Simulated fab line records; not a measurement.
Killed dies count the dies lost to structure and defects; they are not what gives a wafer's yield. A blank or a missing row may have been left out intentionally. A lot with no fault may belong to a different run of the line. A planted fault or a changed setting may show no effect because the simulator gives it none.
Which tool is to blame? | flow n5_finfet | 10 lots with 30 wafers sampled at 5 steps, on a route of 1938 steps

## WHAT EACH GAUGE READ, for each wafer
N5_BEOL_M4_RC_MEAS_101. Usual: DIBL_N 36.0 mV/V, standard deviation 2.5; DIBL_P 36.7 mV/V, standard deviation 3; IOFF_N 0.16 nA/um, standard deviation 0.043; IOFF_P 0.21 nA/um, standard deviation 0.049; ION_N 673 uA/um, standard deviation 15; ION_P 461 uA/um, standard deviation 9.8; SS_N 71.5 mV/dec, standard deviation 0.83; SS_P 73.4 mV/dec, standard deviation 0.83; VT_N 250 mV, standard deviation 4; VT_P -251 mV, standard deviation 4.
lot  | measured     | on        | DIBL_N (mV/V)  | DIBL_P (mV/V)  | IOFF_N (nA/um) | IOFF_P (nA/um) | ION_N (uA/um) | ION_P (uA/um) | SS_N (mV/dec)  | SS_P (mV/dec)  | VT_N (mV)   | VT_P (mV)      | flag
L660 | day 7 17:22  | prober-01 | 32.1 33.0 31.8 | 33.7 33.8 33.3 | 0.12 0.14 0.12 | 0.18 0.18 0.17 | 657 671 663   | 456 459 459   | 70.5 71.7 70.7 | 72.6 72.8 72.1 | 254 254 252 | -254 -254 -250 |
L663 | day 8 17:45  | prober-02 | 40.0 35.5 40.0 | 40.1 35.4 41.3 | 0.22 0.14 0.24 | 0.28 0.20 0.32 | 691 664 700   | 467 455 482   | 72.0 71.4 72.0 | 73.9 73.4 73.7 | 243 251 242 | -243 -251 -243 |
L665 | day 9 00:22  | prober-01 | 40.5 32.2 38.0 | 41.9 32.5 39.1 | 0.23 0.09 0.18 | 0.29 0.15 0.24 | 687 647 681   | 465 452 465   | 72.0 69.8 71.5 | 73.8 71.4 73.0 | 244 258 248 | -245 -253 -247 |
L669 | day 10 02:14 | prober-01 | 39.2 35.1 33.3 | 43.4 35.1 35.7 | 0.28 0.17 0.13 | 0.32 0.18 0.17 | 689 666 677   | 470 456 463   | 72.0 71.2 69.9 | 75.1 73.2 72.6 | 242 249 251 | -244 -254 -254 |
L672 | day 10 21:15 | prober-02 | 34.1 34.7 35.0 | 31.5 31.4 31.5 | 0.12 0.11 0.13 | 0.19 0.18 0.20 | 685 651 662   | 473 455 466   | 70.1 71.0 70.8 | 72.6 72.2 72.7 | 253 256 253 | -250 -248 -248 |
L673 | day 10 23:24 | prober-01 | 38.9 33.3 36.2 | 38.3 32.8 35.1 | 0.19 0.10 0.14 | 0.23 0.16 0.18 | 687 648 654   | 462 446 446   | 72.6 70.9 72.4 | 74.1 72.7 73.5 | 248 258 253 | -250 -253 -251 |
L674 | day 11 03:30 | prober-01 | 41.8 34.5 35.7 | 41.4 32.9 33.3 | 0.27 0.13 0.13 | 0.32 0.18 0.18 | 684 668 650   | 462 462 447   | 73.2 70.4 71.9 | 74.9 72.5 73.4 | 247 251 256 | -244 -251 -251 |
L681 | day 13 17:27 | prober-01 | 36.2 35.2 38.7 | 37.5 35.9 40.4 | 0.17 0.15 0.22 | 0.23 0.21 0.29 | 690 686 685   | 470 475 466   | 71.2 71.5 72.0 | 73.6 72.8 74.1 | 246 250 244 | -248 -248 -246 |
L682 | day 14 07:53 | prober-01 | 36.6 35.8 35.0 | 39.2 38.0 36.9 | 0.19 0.16 0.14 | 0.24 0.21 0.20 | 694 684 669   | 479 469 461   | 70.8 71.7 71.0 | 73.8 73.5 73.1 | 242 248 252 | -249 -251 -250 |
L683 | day 14 13:20 | prober-01 | 35.6 37.2 35.3 | 36.6 38.3 36.1 | 0.14 0.17 0.13 | 0.17 0.19 0.16 | 672 683 650   | 454 463 445   | 71.1 71.8 70.9 | 72.9 73.6 73.2 | 252 251 254 | -256 -254 -258 |

## TOOL THAT RAN EACH LOT (tool first, then ch and the chambers of the sampled wafers, then the start)
lot  | N5_BEOL_M0_ANNEAL_119            | N5_BEOL_M1_ILD_DEP_00           | N5_BEOL_M1_PECVD_72             | N5_BEOL_M1_COAT_61
L660 | rtp_anneal-01 ch 0, day 5 21:17  | pecvd-02 ch 0,1, day 5 22:06    | pecvd-03 ch 0,1, day 5 22:13    | litho_track-05 ch 0, day 6 00:11
L663 | rtp_anneal-02 ch 0, day 6 13:41  | pecvd-03 ch 1,2, day 6 14:36    | pecvd-04 ch 0,1, day 6 14:42    | litho_track-05 ch 0, day 6 17:28
L665 | rtp_anneal-01 ch 0, day 7 03:44  | pecvd-04 ch 0,1,2, day 7 04:56  | pecvd-03 ch 0,1,2, day 7 05:02  | litho_track-05 ch 0, day 7 06:58
L669 | rtp_anneal-01 ch 0, day 8 07:44  | pecvd-03 ch 1,2, day 8 08:37    | pecvd-02 ch 0,1, day 8 08:43    | litho_track-05 ch 0, day 8 09:27
L672 | rtp_anneal-02 ch 0, day 9 00:40  | pecvd-04 ch 0,2, day 9 01:36    | pecvd-04 ch 0,1,2, day 9 01:43  | litho_track-05 ch 0, day 9 02:26
L673 | rtp_anneal-02 ch 0, day 9 05:15  | pecvd-04 ch 0,2, day 9 06:13    | pecvd-04 ch 0,1, day 9 06:20    | litho_track-04 ch 0, day 9 07:20
L674 | rtp_anneal-01 ch 0, day 9 12:31  | pecvd-04 ch 0,1,2, day 9 13:23  | pecvd-02 ch 0,1, day 9 13:29    | litho_track-05 ch 0, day 9 13:59
L681 | rtp_anneal-02 ch 0, day 11 10:32 | pecvd-02 ch 0,2, day 11 11:22   | pecvd-04 ch 1,2, day 11 11:28   | litho_track-03 ch 0, day 11 12:12
L682 | rtp_anneal-02 ch 0, day 11 14:22 | pecvd-02 ch 0,1, day 11 15:17   | pecvd-04 ch 1,2, day 11 15:23   | litho_track-03 ch 0, day 11 16:38
L683 | rtp_anneal-02 ch 0, day 12 00:38 | pecvd-04 ch 0,1,2, day 12 01:34 | pecvd-04 ch 0,1,2, day 12 01:41 | litho_track-04 ch 0, day 12 02:16
- N5_BEOL_M0_ANNEAL_119: time 90 s.
- N5_BEOL_M1_ILD_DEP_00: deposits SiOC from DEMS/O2, target thk 79 nm, time 15.3 s.
- N5_BEOL_M1_PECVD_72: deposits SiO2 from TEOS/O2, target thk 16 nm, time 18 s.
- N5_BEOL_M1_COAT_61: time 60 s, resist thk 60 nm.

## AS READ BY THE TOOLS THEMSELVES (means over the sampled wafers that have a number; for cases with no such wafer, the mark the record gives instead)
N5_BEOL_M0_ANNEAL_119. Usual: wafer_temp_C_max 226.36, standard deviation 0.28.
lot  | tool          | wafer_temp_C_max | flag
L660 | rtp_anneal-01 | 226.40           |
L663 | rtp_anneal-02 | 226.31           |
L665 | rtp_anneal-01 | 226.39           |
L669 | rtp_anneal-01 | 226.58           |
L672 | rtp_anneal-02 | 226.23           |
L673 | rtp_anneal-02 | 226.37           |
L674 | rtp_anneal-01 | 226.25           |
L681 | rtp_anneal-02 | 226.61           |
L682 | rtp_anneal-02 | 226.50           |
L683 | rtp_anneal-02 | 226.44           |

N5_BEOL_M1_ILD_DEP_00. Usual: heater_power_w 482 W, standard deviation 65; rf_fwd_power_W 494 W, standard deviation 3.1; showerhead_plenum_p_Torr 5.695 Torr, standard deviation 0.012; throttle_valve_pct 12.0 %, standard deviation 0.91.
lot  | tool     | heater_power_w (W) | rf_fwd_power_W (W) | showerhead_plenum_p_Torr (Torr) | throttle_valve_pct (%) | flag
L660 | pecvd-02 | 439                | 495                | 5.691                           | 12.2                   |
L663 | pecvd-03 | 594                | 495                | 5.698                           | 11.6                   |
L665 | pecvd-04 | 446                | 494                | 5.681                           | 11.9                   |
L669 | pecvd-03 | 579                | 495                | 5.694                           | 11.8                   |
L672 | pecvd-04 | 462                | 496                | 5.678                           | 12.1                   |
L673 | pecvd-04 | 475                | 495                | 5.686                           | 12.8                   |
L674 | pecvd-04 | 504                | 493                | 5.685                           | 12.1                   |
L681 | pecvd-02 | 403                | 496                | 5.700                           | 11.2                   |
L682 | pecvd-02 | 419                | 495                | 5.697                           | 12.2                   |
L683 | pecvd-04 | 461                | 494                | 5.688                           | 12.0                   |

N5_BEOL_M1_PECVD_72. Usual: heater_power_w 705 W, standard deviation 91; rf_fwd_power_W 444.7 W, standard deviation 2.7; showerhead_plenum_p_Torr 8.79 Torr, standard deviation 0.046; throttle_valve_pct 22.5 %, standard deviation 1.4.
lot  | tool     | heater_power_w (W) | rf_fwd_power_W (W) | showerhead_plenum_p_Torr (Torr) | throttle_valve_pct (%) | flag
L660 | pecvd-03 | 697                | 442.6              | 8.83                            | 22.4                   |
L663 | pecvd-04 | 722                | 443.6              | 8.74                            | 24.0                   |
L665 | pecvd-03 | 801                | 444.8              | 8.82                            | 22.4                   |
L669 | pecvd-02 | 644                | 445.3              | 8.82                            | 22.7                   |
L672 | pecvd-04 | 704                | 444.8              | 8.76                            | 22.5                   |
L673 | pecvd-04 | 643                | 442.3              | 8.80                            | 22.5                   |
L674 | pecvd-02 | 643                | 445.5              | 8.81                            | 22.8                   |
L681 | pecvd-04 | 698                | 443.6              | 8.79                            | 21.0                   |
L682 | pecvd-04 | 685                | 440.8              | 8.78                            | 21.1                   |
L683 | pecvd-04 | 719                | 442.9              | 8.75                            | 22.6                   |

N5_BEOL_M1_COAT_61. Usual: spin_speed_rpm 1500.2 rpm, standard deviation 0.94.
lot  | tool           | spin_speed_rpm (rpm) | flag
L660 | litho_track-05 | 1501.0               |
L663 | litho_track-05 | 1499.6               |
L665 | litho_track-05 | 1500.8               |
L669 | litho_track-05 | 1500.9               |
L672 | litho_track-05 | 1022.5               | OFF
L673 | litho_track-04 | 1500.3               |
L674 | litho_track-05 | 1020.5               | OFF
L681 | litho_track-03 | 1500.3               |
L682 | litho_track-03 | 1500.2               |
L683 | litho_track-04 | 1499.0               |

## THE ANSWER, worked out from the rows above alone
Rule: lot off if the mean of its wafers having a number is beyond 3 standard deviations from the usual mean. Also off: a lot with no number at a reading for which 4 or more lots have one. All remaining lots with rows at the step are treated as sound. First the gauges in route order, then the tools' own readings, where a lot's mean is used as printed above. At the first step where some lot is off, the reading lying furthest off is the one used; lots without a number count as furthest.
Off: L672, L674 (N5_BEOL_M1_COAT_61, spin_speed_rpm).
A tool fits if, at that step or a process step before it, it ran every lot that is off, and no sound lot after the first of them. One candidate fits, namely litho_track-05 at N5_BEOL_M1_COAT_61. A fault onset in the window from L669 (day 8 09:27, its last sound lot) to L672 (day 9 02:26, its first lot off) fits.
The tool's own readings at N5_BEOL_M1_COAT_61 bear it out: on the lots that are off they differ by more than 5 times the standard deviation of the sound lots' means. spin_speed_rpm reads 1021.5 rpm there against 1500.3 rpm on the sound lots.

## WHAT THE SIMULATOR HAD PUT IN
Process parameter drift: litho_track-05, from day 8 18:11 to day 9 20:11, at N5_BEOL_M1_COAT_61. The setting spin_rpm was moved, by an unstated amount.
Lots struck among those shown: L672, L674. The rule given above showed the same thing.
